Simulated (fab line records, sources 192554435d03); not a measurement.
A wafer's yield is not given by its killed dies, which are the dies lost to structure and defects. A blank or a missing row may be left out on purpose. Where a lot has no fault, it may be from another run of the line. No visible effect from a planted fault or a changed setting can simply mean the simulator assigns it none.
Which tool did it? | flow n5 finfet | 10 lots with 30 wafers sampled at 7 steps, on a route of 1938 steps

== WHAT THE GAUGES READ, wafer by wafer ==
N5_MOL_CONTACT_COAG_CD_MEAS_08: the cd target is 28 nm. Usual: cd nm at 27.97 nm, with a standard deviation of 0.22.
lot  | measured     | on        | cd nm (nm)        | flag
L614 | day 4 19:53  | cd sem-03 | 28.05 27.45 27.89 |
L615 | day 5 02:26  | cd sem-01 | 27.88 28.26 28.19 |
L616 | day 5 02:59  | cd sem-03 | 27.60 28.23 27.94 |
L620 | day 6 04:10  | cd sem-01 | 27.66 27.91 27.53 |
L622 | day 6 14:35  | cd sem-01 | 25.15 25.14 25.37 | OFF
L621 | day 6 15:23  | cd sem-02 | 25.71 26.16 25.59 | OFF
L623 | day 6 20:13  | cd sem-03 | 26.36 26.61 26.02 | OFF
L630 | day 8 19:37  | cd sem-03 | 27.92 28.17 28.08 |
L635 | day 10 00:52 | cd sem-01 | 27.70 27.59 27.96 |
L637 | day 10 20:51 | cd sem-02 | 28.07 28.13 27.82 |

N5_MOL_CONTACT_COAG_CD_MEAS_99: the cd target is 17.2 nm. Usual: cd nm at 17.1 nm, with a standard deviation of 0.36.
lot  | measured     | on        | cd nm (nm)     | flag
L614 | day 4 20:25  | cd sem-03 | 16.2 17.0 17.0 |
L615 | day 5 02:57  | cd sem-01 | 16.9 17.4 17.6 |
L616 | day 5 03:42  | cd sem-02 | 16.9 17.9 16.4 |
L620 | day 6 04:46  | cd sem-01 | 17.1 16.4 17.5 |
L622 | day 6 15:06  | cd sem-02 | 14.1 15.2 14.7 | OFF
L621 | day 6 16:35  | cd sem-01 | 14.6 14.7 15.3 | OFF
L623 | day 6 20:44  | cd sem-03 | 14.7 15.8 15.3 | OFF
L630 | day 8 21:10  | cd sem-02 | 17.1 16.8 17.5 |
L635 | day 10 01:25 | cd sem-03 | 17.1 16.9 16.9 |
L637 | day 10 21:44 | cd sem-01 | 17.3 17.5 17.8 |

N5_BEOL_M4_RC_MEAS_101. Usual: DIBL_N 36.3 mV/V, standard deviation 1.9; DIBL_P 36.0 mV/V, standard deviation 2.1; IOFF_N 0.16 nA/um, standard deviation 0.031; IOFF_P 0.21 nA/um, standard deviation 0.035; ION_N 675 uA/um, standard deviation 14; ION_P 464 uA/um, standard deviation 8.5; RC_DENSE_N 19.1 ohm.um, standard deviation 0.47; RC_DENSE_P 23.8 ohm.um, standard deviation 0.59; RC_N 15.5 ohm.um, standard deviation 0.36; RC_P 19.4 ohm.um, standard deviation 0.48; SS_N 71.5 mV/dec, standard deviation 0.6; SS_P 73.3 mV/dec, standard deviation 0.72; VT_N 250 mV, standard deviation 3.2; VT_P -250 mV, standard deviation 3.1.
lot  | measured     | on        | DIBL_N (mV/V)  | DIBL_P (mV/V)  | IOFF_N (nA/um) | IOFF_P (nA/um) | ION_N (uA/um) | ION_P (uA/um) | RC_DENSE_N (ohm.um) | RC_DENSE_P (ohm.um) | RC_N (ohm.um)  | RC_P (ohm.um)  | SS_N (mV/dec)  | SS_P (mV/dec)  | VT_N (mV)   | VT_P (mV)      | flag
L614 | day 7 18:26  | prober-02 | 37.9 38.2 37.5 | 38.3 39.7 38.2 | 0.19 0.21 0.19 | 0.27 0.31 0.27 | 683 705 688   | 472 484 470   | 19.8 19.2 19.2      | 24.8 24.4 24.0      | 16.0 15.6 15.8 | 20.2 19.7 19.8 | 71.8 71.7 71.7 | 74.1 74.4 74.0 | 247 245 245 | -245 -244 -246 |
L615 | day 8 05:31  | prober-02 | 33.9 36.2 35.7 | 34.2 36.9 35.3 | 0.12 0.16 0.14 | 0.18 0.23 0.21 | 658 668 656   | 458 462 454   | 19.4 19.7 19.1      | 24.2 24.8 23.8      | 15.7 15.9 15.7 | 19.6 19.9 19.4 | 71.0 71.5 70.8 | 72.4 73.3 72.4 | 252 250 252 | -251 -248 -249 |
L616 | day 8 06:11  | prober-01 | 33.5 37.7 34.6 | 31.3 36.1 32.5 | 0.11 0.17 0.13 | 0.14 0.20 0.15 | 649 662 664   | 443 455 452   | 19.4 18.7 19.9      | 24.0 23.2 24.4      | 16.1 15.3 16.4 | 19.7 18.9 20.0 | 70.3 72.0 71.9 | 72.5 73.5 72.4 | 254 253 253 | -258 -252 -256 |
L620 | day 9 06:25  | prober-02 | 39.9 38.3 37.1 | 40.2 37.8 35.9 | 0.22 0.18 0.17 | 0.26 0.23 0.21 | 692 689 701   | 471 473 477   | 19.0 19.9 19.1      | 23.9 24.9 23.9      | 15.5 16.2 15.7 | 19.3 20.2 19.7 | 72.2 71.7 71.5 | 75.1 73.6 74.6 | 247 247 246 | -246 -246 -248 |
L622 | day 9 10:14  | prober-01 | 33.6 36.4 35.0 | 31.7 35.0 34.1 | 0.10 0.14 0.12 | 0.16 0.21 0.20 | 660 668 656   | 461 458 458   | 23.8 23.8 24.0      | 29.6 29.9 30.0      | 19.1 19.3 19.6 | 24.1 24.3 24.3 | 70.8 72.4 70.9 | 71.8 72.9 72.1 | 257 252 255 | -254 -248 -249 | OFF
L621 | day 9 15:16  | prober-02 | 39.5 39.9 36.4 | 38.3 38.0 35.1 | 0.19 0.22 0.16 | 0.27 0.27 0.22 | 670 667 672   | 461 457 467   | 24.1 22.2 23.0      | 30.5 28.1 28.5      | 19.6 18.1 18.4 | 24.5 22.7 23.0 | 72.0 72.6 70.3 | 73.3 73.2 72.6 | 249 247 251 | -247 -244 -247 | OFF
L623 | day 9 16:55  | prober-01 | 37.2 33.7 30.6 | 39.2 35.7 31.6 | 0.19 0.13 0.09 | 0.23 0.18 0.13 | 658 663 635   | 449 452 439   | 23.5 22.0 22.2      | 29.5 27.4 27.6      | 18.9 17.8 17.8 | 23.8 22.2 22.5 | 72.9 70.8 70.6 | 73.5 72.9 72.3 | 250 252 256 | -249 -255 -255 | OFF
L630 | day 13 07:18 | prober-02 | 39.3 36.0 36.2 | 40.2 35.6 36.0 | 0.22 0.15 0.15 | 0.29 0.19 0.20 | 696 694 686   | 484 475 472   | 19.3 19.4 18.5      | 23.6 23.9 22.8      | 15.5 15.7 15.1 | 19.1 19.5 18.6 | 72.3 70.8 71.5 | 74.4 73.4 73.3 | 246 249 249 | -245 -251 -252 |
L635 | day 13 00:07 | prober-02 | 38.4 35.6 38.0 | 36.3 34.7 37.4 | 0.17 0.12 0.16 | 0.21 0.19 0.22 | 663 668 676   | 453 464 460   | 19.2 19.3 19.7      | 23.7 24.1 24.4      | 15.6 15.8 16.2 | 19.3 19.7 19.9 | 72.6 71.1 72.0 | 73.2 73.2 74.0 | 250 252 248 | -250 -251 -246 |
L637 | day 15 04:40 | prober-01 | 36.2 36.5 36.9 | 36.7 36.7 37.3 | 0.15 0.15 0.16 | 0.21 0.21 0.21 | 668 668 665   | 460 458 457   | 18.8 19.0 18.5      | 23.5 23.7 23.4      | 15.3 15.3 15.3 | 19.0 19.7 19.2 | 71.1 70.7 71.4 | 73.1 73.2 74.1 | 250 251 251 | -249 -248 -250 |

== WHAT TOOL EACH LOT RAN ON (gives the tool, then ch and the chambers of the sampled wafers, and finally the start) ==
lot  | N5_GATE_CUT_CUT_ETCH_54           | N5_GATE_CUT_VAPOR_ETCH_48         | N5_GATE_CUT_VAPOR_ETCH_49         | N5_MOL_CONTACT_COAG_EXPOSE_05
L614 | rie metal-03 ch 1, day 4 16:40    | rie metal-03 ch 1, day 4 16:47    | rie metal-03 ch 1, day 4 16:49    | euv scanner-02 ch 0, day 4 19:46
L615 | rie metal-01 ch 0,1, day 4 22:41  | rie metal-01 ch 0,1, day 4 22:48  | rie metal-01 ch 0,1, day 4 22:50  | euv scanner-02 ch 0, day 5 02:19
L616 | rie metal-02 ch 0,1, day 4 23:40  | rie metal-02 ch 0,1, day 4 23:47  | rie metal-02 ch 0,1, day 4 23:49  | euv scanner-01 ch 0, day 5 02:52
L620 | rie metal-01 ch 0,1, day 6 00:46  | rie metal-01 ch 0,1, day 6 00:53  | rie metal-01 ch 0,1, day 6 00:55  | euv scanner-02 ch 0, day 6 04:02
L622 | rie metal-02 ch 0,1, day 6 11:22  | rie metal-02 ch 0,1, day 6 11:29  | rie metal-02 ch 0,1, day 6 11:31  | euv scanner-02 ch 0, day 6 14:27
L621 | rie metal-03 ch 0,1, day 6 12:09  | rie metal-03 ch 0,1, day 6 12:16  | rie metal-03 ch 0,1, day 6 12:18  | euv scanner-02 ch 0, day 6 15:15
L623 | rie metal-03 ch 0,1, day 6 17:00  | rie metal-03 ch 0,1, day 6 17:07  | rie metal-03 ch 0,1, day 6 17:09  | euv scanner-02 ch 0, day 6 20:05
L630 | rie metal-01 ch 0,1, day 8 16:17  | rie metal-01 ch 0,1, day 8 16:25  | rie metal-01 ch 0,1, day 8 16:26  | euv scanner-01 ch 0, day 8 19:29
L635 | rie metal-03 ch 0,1, day 9 21:31  | rie metal-03 ch 0,1, day 9 21:38  | rie metal-03 ch 0,1, day 9 21:40  | euv scanner-01 ch 0, day 10 00:44
L637 | rie metal-02 ch 0,1, day 10 17:30 | rie metal-02 ch 0,1, day 10 17:37 | rie metal-02 ch 0,1, day 10 17:39 | euv scanner-01 ch 0, day 10 20:43
- N5_GATE_CUT_CUT_ETCH_54: etches TiN in Cl2/BCl3, target depth 96.7 nm.
- N5_GATE_CUT_VAPOR_ETCH_48: etches TiN in BCl3/Cl2.
- N5_GATE_CUT_VAPOR_ETCH_49: etches TiAlC in BCl3/Cl2.
- N5_MOL_CONTACT_COAG_EXPOSE_05: exposes mask CA, defocus 0 nm.

== WHAT THE TOOLS THEMSELVES READ (means of the sampled wafers that have a number; where no wafer has one, the mark that the record gives instead) ==
N5_GATE_CUT_CUT_ETCH_54. Usual: drypump motor current A 5.8 A, standard deviation 0.3; etch rf on time s 36.5 s, standard deviation 0.88; mfc cl2 sccm 53.24 sccm, standard deviation 0.16; oes product au 0.70 a.u., standard deviation 0.11; throttle valve pct 22.27 %, standard deviation 0.27.
lot  | tool         | drypump motor current A (A) | etch rf on time s (s) | mfc cl2 sccm (sccm) | oes product au (a.u.) | throttle valve pct (%) | flag
L614 | rie metal-03 | 6.2                         | 35.6                  | 53.21               | 0.56                  | 22.39                  |
L615 | rie metal-01 | 5.6                         | 36.7                  | 53.17               | 0.62                  | 22.52                  |
L616 | rie metal-02 | 5.8                         | 36.3                  | 53.17               | 0.78                  | 21.88                  |
L620 | rie metal-01 | 5.6                         | 36.6                  | 53.29               | 0.61                  | 22.53                  |
L622 | rie metal-02 | 5.7                         | 36.2                  | 53.16               | 0.79                  | 22.01                  |
L621 | rie metal-03 | 6.1                         | 36.5                  | 53.40               | 0.64                  | 22.36                  |
L623 | rie metal-03 | 6.0                         | 37.0                  | 53.28               | 0.71                  | 22.31                  |
L630 | rie metal-01 | 5.6                         | 36.4                  | 53.41               | 0.60                  | 22.52                  |
L635 | rie metal-03 | 6.0                         | 36.2                  | 53.22               | 0.61                  | 22.38                  |
L637 | rie metal-02 | 5.8                         | 36.1                  | 53.33               | 0.74                  | 21.91                  |

N5_GATE_CUT_VAPOR_ETCH_48. Usual: drypump motor current A 5.8 A, standard deviation 0.31; oes product au 0.77 a.u., standard deviation 0.12.
lot  | tool         | drypump motor current A (A) | oes product au (a.u.) | flag
L614 | rie metal-03 | 6.2                         | 0.60                  |
L615 | rie metal-01 | 5.6                         | 0.69                  |
L616 | rie metal-02 | 5.8                         | 0.86                  |
L620 | rie metal-01 | 5.6                         | 0.69                  |
L622 | rie metal-02 | 5.7                         | 0.89                  |
L621 | rie metal-03 | 6.1                         | 0.70                  |
L623 | rie metal-03 | 6.1                         | 0.79                  |
L630 | rie metal-01 | 5.6                         | 0.68                  |
L635 | rie metal-03 | 6.1                         | 0.68                  |
L637 | rie metal-02 | 5.8                         | 0.79                  |

N5_GATE_CUT_VAPOR_ETCH_49. Usual: drypump motor current A 5.8 A, standard deviation 0.3; oes product au 0.77 a.u., standard deviation 0.12.
lot  | tool         | drypump motor current A (A) | oes product au (a.u.) | flag
L614 | rie metal-03 | 6.1                         | 0.61                  |
L615 | rie metal-01 | 5.6                         | 0.69                  |
L616 | rie metal-02 | 5.8                         | 0.86                  |
L620 | rie metal-01 | 5.6                         | 0.69                  |
L622 | rie metal-02 | 5.7                         | 0.88                  |
L621 | rie metal-03 | 6.1                         | 0.70                  |
L623 | rie metal-03 | 6.0                         | 0.79                  |
L630 | rie metal-01 | 5.6                         | 0.68                  |
L635 | rie metal-03 | 6.0                         | 0.67                  |
L637 | rie metal-02 | 5.8                         | 0.80                  |

N5_MOL_CONTACT_COAG_EXPOSE_05. Usual: exposure dose mJ cm2 38.20, standard deviation 0.045; focus offset nm 0.0 nm, standard deviation 0.55.
lot  | tool           | exposure dose mJ cm2 | focus offset nm (nm) | flag
L614 | euv scanner-02 | 38.18                | -0.1                 |
L615 | euv scanner-02 | 38.23                | 0.1                  |
L616 | euv scanner-01 | 38.25                | 0.0                  |
L620 | euv scanner-02 | 38.17                | -0.4                 |
L622 | euv scanner-02 | 34.11                | 0.5                  | OFF
L621 | euv scanner-02 | 34.93                | 0.7                  | OFF
L623 | euv scanner-02 | 35.60                | -0.5                 | OFF
L630 | euv scanner-01 | 38.23                | -0.3                 |
L635 | euv scanner-01 | 38.23                | -0.6                 |
L637 | euv scanner-01 | 38.23                | -0.4                 |

== THE ANSWER, worked out from the rows above alone ==
Rule: a lot is off if the mean of its wafers that have a number lies more than 3 standard deviations from the usual mean. A lot without any number at a reading at which 4 lots or more have one is off too. Any other lot the step has rows for is counted as sound. After the gauges, taken in route order, come the tools' own readings; for these a lot's mean is taken, as printed above. At the first step where some lot is off, the reading lying furthest off is the one used; lots without a number count as furthest.
Off: L622, L621, L623, at N5_MOL_CONTACT_COAG_CD_MEAS_08 (cd nm).
A tool fits if, at a process step before that reading, it ran every lot that is off, and no sound lot after the first of them. The gauges at N5_MOL_CONTACT_COAG_CD_MEAS_08 aren't tried: what is off there is off at N5_BEOL_M4_RC_MEAS_101 too, on other tools, and a gauge's error can't cause that. One candidate fits, namely euv scanner-02 at N5_MOL_CONTACT_COAG_EXPOSE_05. Its last sound lot is L620 (day 6 04:02), its first lot that is off L622 (day 6 14:27): a fault that began between those two fits.
On the lots that are off, the tool's own readings at N5_MOL_CONTACT_COAG_EXPOSE_05 differ by more than 5 times the standard deviation of the sound lots' means, which bears it out; exposure dose mJ cm2 reads 34.88 there versus 38.22 on the sound lots.

== WHAT THE SIMULATOR HAD PUT IN ==
Process parameters drifting: euv scanner-02 at N5_MOL_CONTACT_COAG_EXPOSE_05, beginning at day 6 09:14. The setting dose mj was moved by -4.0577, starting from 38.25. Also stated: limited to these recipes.
Struck lots among those shown: L622, L621, L623. Same finding as the rule above.
